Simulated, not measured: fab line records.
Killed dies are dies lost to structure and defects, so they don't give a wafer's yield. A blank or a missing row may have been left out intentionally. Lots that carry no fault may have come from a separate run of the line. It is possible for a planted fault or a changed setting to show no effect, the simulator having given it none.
Struck lot and sound lot, side by side / flow n5Finfet / 29 steps out of a route of 1938
Sound: the wafers L473.2, L473.3, L473.6. Wafers struck: L483.1, L483.2, L483.3. The cause is given at the end.
Order at every step that has rows: each side's tool, ch and its chambers, its first start. Under that, the readings that differ: sound wafers / struck wafers / difference of the means / sigmas: that difference in standard deviations of wafers without a fault.
alike: a reading whose means differ by less than 2 such deviations, as well as words and numbers matching on both sides. not compared: withheld readings; readings where some wafer has no value; bounds like >300 that might hide an equal value; numbers whose values overlap and for which the record gives no deviation.
The two part at a step that has a row with sigmas, a row that says differs or no value, or rows on one side only. Non-overlapping numbers with no deviation appear without sigmas and do not part them. A reading that every wafer of one side lacks parts them only if that side has two wafers or more.

N5_MOL_CONTACT_COAG_INSPECT_97: inspects for defects (darkfield).
  sound on defectInspect-01 at day 7 11:24; struck on defectInspect-02 at day 11 06:34
  alike: rawDefectCount
N5_BEOL_M0_SAQP_PECVD_00: deposits SiCN from 3MS/NH3, target thk 8 nm, time 14 s.
  sound on pecvd-02 ch 0,1, day 7 11:43; struck on pecvd-03 ch 0,1,2, day 11 06:54
  alike: showerheadPlenumPTorr, throttleValvePct
then, 1 step without rows for these wafers: N5_BEOL_M0_SAQP_ILD_DEP_01 (deposits SiOC from DEMS/O2, target thk 45.419 nm, time 8.7 s).
N5_BEOL_M0_SAQP_HM_DEP_02: deposits TiN, target thk 12 nm.
  sound on pvdSputter-01 at day 7 13:47; struck on pvdSputter-02 at day 11 07:56
  alike: throttleValvePct
then, 1 step without rows for these wafers: N5_BEOL_M0_SAQP_PECVD_03 (deposits SiCN from 3MS/NH3, target thk 12 nm, time 21.1 s).
N5_BEOL_M0_SAQP_PECVD_96: deposits a-Si from SiH4/He, target thk 45 nm, time 45.2 s.
  sound on pecvd-01 ch 0,1, day 7 13:56; struck on pecvd-03 ch 0,1,2, day 11 08:05
  alike: heaterPowerW, showerheadPlenumPTorr, throttleValvePct
then, 1 step without rows for these wafers: N5_BEOL_M0_SAQP_PECVD_97 (deposits SiNx from SiH4/NH3/N2, target thk 23 nm, time 19.9 s).
N5_BEOL_M0_SAQP_PECVD_04: deposits a-Si from SiH4/He, target thk 60 nm, time 60.2 s.
  sound on pecvd-01 ch 0,1, day 7 14:01; struck on pecvd-03 ch 0,1,2, day 11 08:10
  alike: heaterPowerW, showerheadPlenumPTorr, throttleValvePct
N5_BEOL_M0_SAQP_THK_MEAS_05:
  sound on filmMetro-02 at day 7 14:07; struck on filmMetro-02 at day 11 08:16
  alike: thkNm
then, 2 steps without rows for these wafers: N5_BEOL_M0_SAQP_HM_DEP_111 (deposits SiO2 from SiH4/N2O, target thk 12 nm, time 7.2 s); N5_BEOL_M0_SAQP_COAT_81 (time 60 s, resist thk 100 nm).
N5_BEOL_M0_SAQP_COAT_82: time 60 s, resist thk 30 nm.
  sound on lithoTrack-05 ch 0, day 7 14:14; struck on lithoTrack-01 ch 0, day 11 08:23
reading=spinSpeedRpm (rpm); sound=1501.7 1500.6 1500.7; struck=1408.5 1407.5 1407.5; difference=-93.2; sigmas=-99 or more
reading=model.SiARC_of_BEOL_M0_SAQP_COAT_82.thkNm (nm); sound=30 30 30; struck=31.2 31.2 31.2; difference=+1.2; sigmas=
  alike: heaterPowerTotalW
then, 6 steps without rows for these wafers: N5_BEOL_M0_SAQP_COAT_08 (resist thk 90 nm); N5_BEOL_M0_SAQP_EBR_10; N5_BEOL_M0_SAQP_SOFTBAKE_09 (time 60 s); N5_BEOL_M0_SAQP_EXPOSE_11 (exposes mask M0 CORE, target cd 42 nm); N5_BEOL_M0_SAQP_PEB_12 (peb time 60 s); N5_BEOL_M0_SAQP_DEVELOP_13 (develop time 30 s).
N5_BEOL_M0_SAQP_CD_MEAS_14: target cd 42.5 nm.
  sound on cdSem-01 ch 0, day 7 14:36; struck on cdSem-02 ch 0, day 11 08:45
  alike: cdNm
N5_BEOL_M0_SAQP_OVL_MEAS_15:
  sound on overlay-02 ch 0, day 7 14:38; struck on overlay-02 ch 0, day 11 08:47
  alike: M0_CORE_OVL
N5_BEOL_M0_SAQP_INSPECT_16: inspects for defects (brightfield).
  sound on defectInspect-02 at day 7 14:40; struck on defectInspect-02 at day 11 08:48
  alike: rawDefectCount
then, 1 step without rows for these wafers: N5_BEOL_M0_SAQP_DESCUM_19 (chemistry O2, time 7.9 s).
N5_BEOL_M0_SAQP_ETCH_83: etches SiARC in CF4, target depth 39 nm, time 65 s.
  sound on rieDiel-02 ch 0,2,3, day 7 14:44; struck on rieDiel-06 ch 0,2,3, day 11 08:54
reading=etchRfOnTimeS (s); sound=63.5 63.3 64.5; struck=67.2 67.1 67.6; difference=+3.5; sigmas=+3
reading=model.etch.depthNm (nm); sound=30.05 30.06 30.04; struck=31.2 31.25 31.17; difference=+1.2; sigmas=
reading=model.CAR-ArF_of_BEOL_M0_SAQP_COAT_08.thkNm (nm); sound=55.4 55.2 55.4; struck=54.4 54 54.4; difference=-1.1; sigmas=
  alike: drypumpMotorCurrentA, oesProductAu, rfVppV, showerheadPlenumPTorr, throttleValvePct
  not compared: rfHoursCounterH
N5_BEOL_M0_SAQP_ETCH_84: etches SOC in N2/H2, target depth 100 nm, overetch 20 nm, time 150 s.
  sound on rieDiel-02 ch 0,2,3, day 7 14:47; struck on rieDiel-06 ch 0,2,3, day 11 08:57
  alike: drypumpMotorCurrentA, n2FlowSccm, oesProductAu, rfVppV, showerheadPlenumPTorr, throttleValvePct
  not compared: rfHoursCounterH
then, 1 step without rows for these wafers: N5_BEOL_M0_SAQP_STRIP_80 (strips in N2/H2).
N5_BEOL_M0_SAQP_HM_OPEN_112: chemistry CHF3/O2, target SiO2, stops on a-Si, target depth 12 nm, time 13.5 s.
  sound on rieDiel-02 ch 0,2,3, day 7 14:53; struck on rieDiel-06 ch 0,2,3, day 11 09:03
reading=model.SiARC_of_BEOL_M0_SAQP_COAT_82.thkNm (nm); sound=4.6 5.2 5.8; struck=6.2 6.2 6.4; difference=+1.1; sigmas=
  alike: drypumpMotorCurrentA, oes_ar_750_au, oes_o_777_au, oesProductAu, rfVppV, showerheadPlenumPTorr, throttleValvePct
  not compared: rfHoursCounterH
then, 1 step without rows for these wafers: N5_BEOL_M0_SAQP_STRIP_113 (strips in CHF3/O2).
-- a jump in the record: the struck wafers' starts before and after are 2 days apart (it breaks off in module BEOL_M0_SAQP and resumes in module BEOL_M4, where the first step shown is number 1111 of the route) --
N5_BEOL_M4_RC_MEAS_101:
  sound on prober-02 ch 0, day 10 00:10; struck on prober-02 ch 0, day 13 09:18
reading=IOFF_N (nA/um); sound=0.19 0.13 0.16; struck=0.23 0.27 0.20; difference=+0.07; sigmas=+2
  alike: DIBL_N, DIBL_P, IOFF_P, ION_N, ION_P, SS_N, SS_P, VT_N, VT_P
N5_PASSIVATION_PROBE_49:
  the record has rows for the sound wafers here (prober-02, day 14 02:30) and none for the struck ones

## WHERE THEY PART
Earliest at N5_BEOL_M0_SAQP_COAT_82; latest, in this record, at N5_PASSIVATION_PROBE_49.

WHY: what the simulator had put in
Process parameters drifting: lithoTrack-01 at N5_BEOL_M0_SAQP_COAT_82, beginning at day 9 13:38. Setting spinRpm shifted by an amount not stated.
